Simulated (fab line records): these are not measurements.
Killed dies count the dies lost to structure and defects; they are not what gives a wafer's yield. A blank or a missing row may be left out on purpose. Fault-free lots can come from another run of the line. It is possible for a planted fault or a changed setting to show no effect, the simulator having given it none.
Chamber matching | flow nand-harc | NHARC_A_M0_CMP_23 on cmp-04 has 4 sister chambers
The step polishes, t overpolish 20 s, target thk 113.75 nm. 16 wafers are shown with their chamber, then 8 later ones without.

## WAFERS WITH THEIR CHAMBER
wafer  | chamber | motor-current-A (A) | time-to-endpoint-s (s)
L080.2 | 2       | 12.8                | 32.3
L080.3 | 0       | 11.4                | 33.4
L080.6 | 2       | 12.7                | 30.6
L083.1 | 0       | 10.8                | 30.3
L083.2 | 2       | 13.4                | 28.1
L083.4 | 3       | 11.2                | 26.0
L085.3 | 0       | 11.1                | 31.8
L085.5 | 1       | 12.3                | 27.1
L085.6 | 0       | 10.9                | 30.0
L086.2 | 0       | 11.0                | 32.8
L086.5 | 3       | 10.8                | 29.5
L086.6 | 0       | 11.2                | 32.3
L090.1 | 1       | 11.3                | 30.0
L090.2 | 2       | 12.7                | 29.3
L090.6 | 0       | 11.2                | 32.2
L092.2 | 1       | 11.7                | 30.2

SIGNATURES, as means of the wafers listed above
reading            | chamber 0 | chamber 1 | chamber 2 | chamber 3 | scatter within a chamber
motor-current-A    | 11.086    | 11.767    | 12.900    | 11.000    | 0.313
time-to-endpoint-s | 31.829    | 29.100    | 30.075    | 27.750    | 1.62
Rule: distance of a wafer from a chamber = root of the sum over the readings of ((wafer's reading minus chamber's mean) / reading's scatter) squared. If the next closest chamber is less than 2 further off than the closest, the wafer can't be placed; otherwise it belongs to the closest. The scatter: the root of (the sum of the squares of (reading less its chamber's mean) over the shown wafers, divided by (wafers less chambers)).

## WAFERS MISSING THEIR CHAMBER
wafer  | motor-current-A (A) | time-to-endpoint-s (s)
L092.3 | 11.2                | 31.7
L092.4 | 10.7                | 34.1
L095.1 | 11.9                | 27.2
L095.3 | 11.2                | 29.6
L095.6 | 10.8                | 30.7
L096.1 | 11.0                | 31.5
L096.2 | 11.9                | 32.7
L096.3 | 12.2                | 29.1

## WHICH CHAMBER EACH ONE RAN IN
wafer  | from the rows above               | in truth
L092.3 | 0                                 | 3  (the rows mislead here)
L092.4 | 0                                 | 0
L095.1 | can't be placed: 1 or 3           | 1
L095.3 | can't be placed: 3 or 0 or 1      | 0
L095.6 | can't be placed: 0 or 3           | 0
L096.1 | can't be placed: 0 or 3           | 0
L096.2 | can't be placed: 1 or 0 or 2 or 3 | 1
L096.3 | can't be placed: 1 or 2           | 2
Correct placement for 1 of the 8. From these rows, 6 cannot be placed; in 6 the true chamber is one of the candidates. 1 placed wrongly.
